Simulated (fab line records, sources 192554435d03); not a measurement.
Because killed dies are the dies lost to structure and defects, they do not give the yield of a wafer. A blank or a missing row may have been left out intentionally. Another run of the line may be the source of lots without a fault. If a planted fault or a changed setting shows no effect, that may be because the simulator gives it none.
Which of the tools did it?    flow n5 finfet    Sampling: 11 lots, 31 wafers, 4 of 1938 route steps

## WHAT THE GAUGES READ, wafer by wafer
N5_BEOL_M4_RC_MEAS_101.
lot   measured      on         RS_NWELL (ohm/sq)
L899  day 8 10:38   prober-01  1020 1026 1029
L900  day 9 04:32   prober-02  1020 1030 1043
L901  day 9 11:28   prober-01  1029 1032 1042
L902  day 9 15:00   prober-01  1043 1050 1044
L903  day 9 17:33   prober-02  1042 1034 1040
L905  day 9 21:05   prober-01  1041 1044 1043
L907  day 11 02:48  prober-01  1696 1708 1711
L913  day 12 04:52  prober-02  1039 1032
L915  day 12 22:58  prober-02  1042 1045 1039
L922  day 15 04:48  prober-01  1047 1042

## WHAT TOOL EACH LOT RAN ON (gives the tool, then ch and the chambers of the sampled wafers, and finally the start)
lot   N5_ZERO_LAYER_ETCH_17              N5_ZERO_LAYER_STRIP_24               N5_WELL_APT_IMPLANT_14
L899  rie diel-04 ch 1,2, day 1 12:45    plasma asher-02 ch 0,1, day 1 12:58  implanter-02 ch 0, day 1 13:49
L900  rie diel-01 ch 0,2,3, day 1 18:50  plasma asher-02 ch 0,1, day 1 19:01  implanter-01 ch 0, day 1 20:02
L901  rie diel-03 ch 0,1, day 2 00:50    plasma asher-01 ch 0,1, day 2 01:02  implanter-02 ch 0, day 2 02:40
L902  rie diel-03 ch 0,2, day 2 06:43    plasma asher-01 ch 0,1, day 2 06:53  implanter-01 ch 0, day 2 07:45
L903  rie diel-04 ch 0,3, day 2 12:52    plasma asher-02 ch 0,1, day 2 13:04  implanter-02 ch 0, day 2 13:59
L905  rie diel-01 ch 0,1,3, day 3 00:50  plasma asher-01 ch 0,1, day 3 01:02  implanter-02 ch 0, day 3 02:03
L906  rie diel-03 ch 1,2, day 3 06:50    plasma asher-01 ch 0,1, day 3 07:01  implanter-01 ch 0, day 3 08:01
L907  rie diel-03 ch 1,3, day 3 12:52    plasma asher-02 ch 0,1, day 3 13:02  implanter-01 ch 0, day 3 13:56
L913  rie diel-03 ch 1, day 5 00:44      plasma asher-02 ch 0,1, day 5 00:56  implanter-02 ch 0, day 5 01:56
L915  rie diel-03 ch 1,2,3, day 5 12:50  plasma asher-01 ch 0,1, day 5 13:02  implanter-02 ch 0, day 5 14:00
L922  rie diel-03 ch 1,2, day 7 06:50    plasma asher-01 ch 1, day 7 07:02    implanter-02 ch 0, day 7 08:05
- N5_ZERO_LAYER_ETCH_17: etches SiO2 in CF4, target depth 12 nm, time 13.3 s.
- N5_ZERO_LAYER_STRIP_24: strips in O2.
- N5_WELL_APT_IMPLANT_14

## THE ANSWER, worked out from the rows above alone
Rule: usual is defined by the lots themselves. The widest of any qualifying gaps counts: lots, ordered by their means at a reading, are off when they make up no more than a third of the lots, leave a main group of 4 or more, and stand apart from it by 3 or more times the standard deviation of that group's means. A main group whose means are all the same, to the digits that the tables above print for the reading, isn't used. Also off: a lot with no number at a reading for which 4 or more lots have one. All remaining lots with rows at the step are treated as sound.
Off: at N5_BEOL_M4_RC_MEAS_101 (RS_NWELL), L907. The main group: mean 1038 ohm/sq, standard deviation 6.5. Neither off nor sound, because the step has no rows for them: L906.
A tool fits if, at a process step before that reading, it ran every lot that is off, and no sound lot after the first of them. Gauges at N5_BEOL_M4_RC_MEAS_101: tried the same way as those tools. One fits: implanter-01 at N5_WELL_APT_IMPLANT_14. A fault onset in the window from L902 (day 2 07:45, its last sound lot) to L907 (day 3 13:56, its first lot off) fits.

## WHAT THE SIMULATOR PUT IN
Drift in process parameters on implanter-01 at N5_WELL_APT_IMPLANT_14, starting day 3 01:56. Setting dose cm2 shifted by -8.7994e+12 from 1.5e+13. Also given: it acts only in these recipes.
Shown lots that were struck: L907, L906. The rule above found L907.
